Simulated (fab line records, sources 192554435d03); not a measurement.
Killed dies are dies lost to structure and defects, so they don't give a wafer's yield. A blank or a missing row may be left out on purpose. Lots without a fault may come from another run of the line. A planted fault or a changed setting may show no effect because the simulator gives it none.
Problem report in the 8D (eight disciplines) form, filled by code | flow n5_finfet | the parts of the form that need people (team, actions taken, sign-off) are left out

1. THE PROBLEM
heater_power_total_W at N5_WELL_APT_PEB_06 reads a mean of 179.4 W on 9 wafers of 3 lots; wafers without a fault read 172.4 W with a standard deviation of 0.85. That is +8.3 standard deviations from the usual mean.
The step: peb time 90 s.
First seen on wafer L158.3, day 5 13:42, on litho_track-05. The record holds 15 wafers of 5 lots with a number at this step. Rule for "out", or "out of limits": more than 4 standard deviations from the usual mean. The other wafers with a number count as sound.

2. WHAT IT IS AND WHAT IT IS NOT
question                    | is                     | is not
which readings at this step | heater_power_total_W   | -
which lots                  | L158, L161, L162       | L155, L160
which wafers of those lots  | all that have a number | -
read on which tools         | litho_track-05         | litho_track-01
when                        | from day 5 13:42       | up to then (3 sound wafers); but 3 sound wafers of L160 came after

3. SUSPECTS, AND WHAT RULES EACH OUT
Counting: a tool at a process step up to the reading stays a suspect if it ran every lot that is out and no sound lot after the first of them.
- litho_track-05 at N5_WELL_APT_PEB_06 (peb time 90 s): kept. It ran every lot that is out, first L158 (day 5 13:42), and no sound lot after that; its last sound lot up to then is L155 (day 4 19:54). Its own readings are out on those wafers: heater_power_total_W.
Left after counting: litho_track-05 at N5_WELL_APT_PEB_06.

4. THE CAUSE (what the simulator had put in)
Process parameter drift: litho_track-05, from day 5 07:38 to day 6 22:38, at N5_WELL_APT_PEB_06. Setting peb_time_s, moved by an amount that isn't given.
Counting left only this tool.

5. THE CHAIN OF EFFECTS, in route order
Each row: a reading whose mean over the struck wafers that have a number lies more than 3 standard deviations from the usual. Only readings for which the record gives a usual standard deviation are gone through. hours: the time from each lot's start at the first step in this table that gives one to its start at this step, as a median over the lots. sigmas: the change in usual standard deviations.
hours | step               | reading              | usual   | on struck wafers | change | sigmas
0     | N5_WELL_APT_PEB_06 | heater_power_total_W | 172.4 W | 179.4            | +7.0   | +8.3
The process steps in it:
- N5_WELL_APT_PEB_06: peb time 90 s.
Later measuring or inspecting steps at which every struck wafer that the step has a row for has a number for every such reading, and none has moved that far: N5_BEOL_M4_RC_MEAS_101.

6. WHAT WOULD HAVE CAUGHT IT SOONER
In this record the first reading out of limits was taken at day 5 13:42, 6 hours after the fault began at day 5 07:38.
